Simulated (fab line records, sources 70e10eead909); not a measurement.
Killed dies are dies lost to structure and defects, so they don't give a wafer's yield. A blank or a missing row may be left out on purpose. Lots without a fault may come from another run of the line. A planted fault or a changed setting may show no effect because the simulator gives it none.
A struck lot beside a sound one | flow nand_harc | 39 steps out of a route of 1302
Sound: wafers L535.2, L535.3, L535.4. Struck: wafer L551.2. (L551.3, L551.5 of the same lot were not struck and are left out.) The cause comes at the end.
At each step with rows: each side's tool, then ch and its chambers, then its first start. Under that, the readings that differ: sound wafers | struck wafers | difference of the means | sigmas: that difference in standard deviations of wafers without a fault.
alike: readings whose means differ by less than 2 such deviations, and words and numbers that are the same on both sides. not compared: withheld readings, readings that some wafer has no value for, bounds like >300 that may hide the same value, and numbers for which the record gives no deviation and whose values overlap.
The two part at a step that has a row with sigmas, a row that says differs or no value, or rows on one side only. Numbers that don't overlap but have no deviation are shown without sigmas and don't part them. A reading that every wafer of one side lacks parts them only if that side has two wafers or more.

NHARC_P_M1_OVL_MEAS_10: pitch 260 nm.
  sound on overlay-02, day 8 03:11; struck on overlay-01, day 14 19:47
  reading           | sound          | struck | difference | sigmas
  overlay_y_nm (nm) | -2.1 -1.9 -2.0 | 0.4    | +2.4       | +2
  alike: overlay_x_nm
NHARC_P_M1_INSPECT_11:
  sound on defect_inspect-01, day 8 03:14; struck on defect_inspect-02, day 14 19:50
  alike: raw_defect_count
then, 3 steps without rows for these wafers: NHARC_P_M1_DESCUM_14 (chemistry O2, time 3 s); NHARC_P_M1_ETCH_35 (etches the open film in N2/H2, target depth 40 nm, overetch 12 nm, time 43.94 s); NHARC_P_M1_ETCH_15 (etches the open film in C4F8/Ar, target depth 182.5 nm, time 91.2 s).
NHARC_P_M1_CD_MEAS_16:
  sound on cd_sem-02, day 8 03:35; struck on cd_sem-01, day 14 20:14
  alike: cd_nm
then, 3 steps without rows for these wafers: NHARC_P_M1_STRIP_18 (strips in N2/H2); NHARC_P_M1_ETCH_28 (etches the open film in CF4/N2, target depth 30 nm, time 72.99 s); NHARC_P_M1_STRIP_19 (strips in post etch residue remover, time 600 s).
NHARC_P_M1_DEGAS_29: time 60 s.
  sound on pvd_sputter-02, day 8 04:18; struck on pvd_sputter-03, day 14 21:01
  alike: heater_power_w
NHARC_P_M1_PRE_CLEAN_30: time 30 s.
  sound on pvd_sputter-02; struck on pvd_sputter-03
  alike: heater_power_w
then, 1 step without rows for these wafers: NHARC_P_M1_PVD_20 (deposits TaN, target thk 5 nm, time 8.06 s).
NHARC_P_M1_PVD_21: deposits Cu, target thk 30 nm, time 20.49 s.
  sound on pvd_sputter-02, day 8 04:32; struck on pvd_sputter-03, day 14 21:15
  alike: throttle_valve_pct
then, 4 steps without rows for these wafers: NHARC_P_M1_ECD_22 (material Cu, target thk 400 nm); NHARC_P_M1_ANNEAL_31 (time 90 s); NHARC_P_M1_CMP_23 (polishes, t overpolish 20 s, target thk 157.82 nm); NHARC_P_M1_SRD_25.
NHARC_P_M1_PRE_CLEAN_32: time 12 s.
  sound on pecvd-01 ch 1,2, day 8 05:56; struck on pecvd-04 ch 0, day 14 22:38
  alike: heater_power_w
  not compared: since_wet_clean_h
then, 11 steps without rows for these wafers: NHARC_P_M1_DEP_33 (deposits SiCN, target thk 30 nm); NHARC_P_M2_DEP_00 (deposits SiOC, target thk 182.5 nm); NHARC_P_M2_DEHYDRATE_01 (time 120 s); NHARC_P_M2_HMDS_02 (time 30 s); NHARC_P_M2_COAT_34 (time 65 s); NHARC_P_M2_COAT_03 (resist thk 90 nm); NHARC_P_M2_SOFTBAKE_04 (time 55 s); NHARC_P_M2_EBR_05; NHARC_P_M2_EXPOSE_06 (exposes mask P M2, target cd 170 nm); NHARC_P_M2_PEB_07 (peb time 65 s); NHARC_P_M2_DEVELOP_08 (develop time 35 s).
NHARC_P_M2_CD_MEAS_09: target cd 170 nm.
  sound on cd_sem-01 ch 0, day 8 07:14; struck on cd_sem-03 ch 0, day 14 23:58
  alike: cd_nm
NHARC_P_M2_OVL_MEAS_10: pitch 340 nm.
  sound on overlay-02, day 8 07:19; struck on overlay-02, day 15 00:03
  alike: overlay_x_nm, overlay_y_nm
then, 2 steps without rows for these wafers: NHARC_P_M2_DESCUM_14 (chemistry O2, time 3 s); NHARC_P_M2_ETCH_35 (etches the open film in N2/H2, target depth 40 nm, overetch 12 nm, time 43.94 s).
NHARC_P_M2_ETCH_15: etches the open film in C4F8/Ar, target depth 182.5 nm, time 91.2 s.
  sound on rie_diel-02 ch 0,1,3; struck on rie_diel-09 ch 3
  reading                | sound       | struck | difference | sigmas
  rf_hours_counter_h (h) | 5.5 5.1 4.3 | 0.3    | -4.7       |
  alike: oes_product_au, rf_vpp_V
NHARC_P_M2_CD_MEAS_16:
  sound on cd_sem-02, day 8 07:43; struck on cd_sem-01, day 15 00:27
  alike: cd_nm
then, 1 step without rows for these wafers: NHARC_P_M2_STRIP_18 (strips in N2/H2).
NHARC_P_M2_ETCH_28: etches the open film in CF4/N2, target depth 30 nm, time 72.99 s.
  sound on rie_diel-02 ch 0,1,2; struck on rie_diel-02 ch 0
  alike: drypump_motor_current_A, oes_product_au, rf_vpp_V, showerhead_plenum_p_Torr, throttle_valve_pct
  not compared: rf_hours_counter_h
then, 1 step without rows for these wafers: NHARC_P_M2_STRIP_19 (strips in post etch residue remover, time 600 s).
-- the record jumps here: 18 days lie between the struck wafers' starts before and after (it left off in module P_M2 and takes up again in module END, whose first step shown is number 1302 of the route) --
NHARC_END_SORT_01:
  sound on prober-02 ch 0, day 26 13:07; struck on prober-02 ch 0, day 33 03:28
  reading                  | sound          | struck | difference | sigmas
  defect_limited_yield (%) | 93.5 93.2 93.1 | 79.8   | -13.5      | -5
  killed_at_periphery      | 0 1 3          | 85     | +84        | +27
  killed_dies              | 44 46 47       | 137    | +91        | +5
  alike: killed_at_array, killed_at_other, killed_open, killed_short

WHERE THEY PART
First at NHARC_P_M1_OVL_MEAS_10; last, within this record, at NHARC_END_SORT_01.

WHY: what the simulator had put in
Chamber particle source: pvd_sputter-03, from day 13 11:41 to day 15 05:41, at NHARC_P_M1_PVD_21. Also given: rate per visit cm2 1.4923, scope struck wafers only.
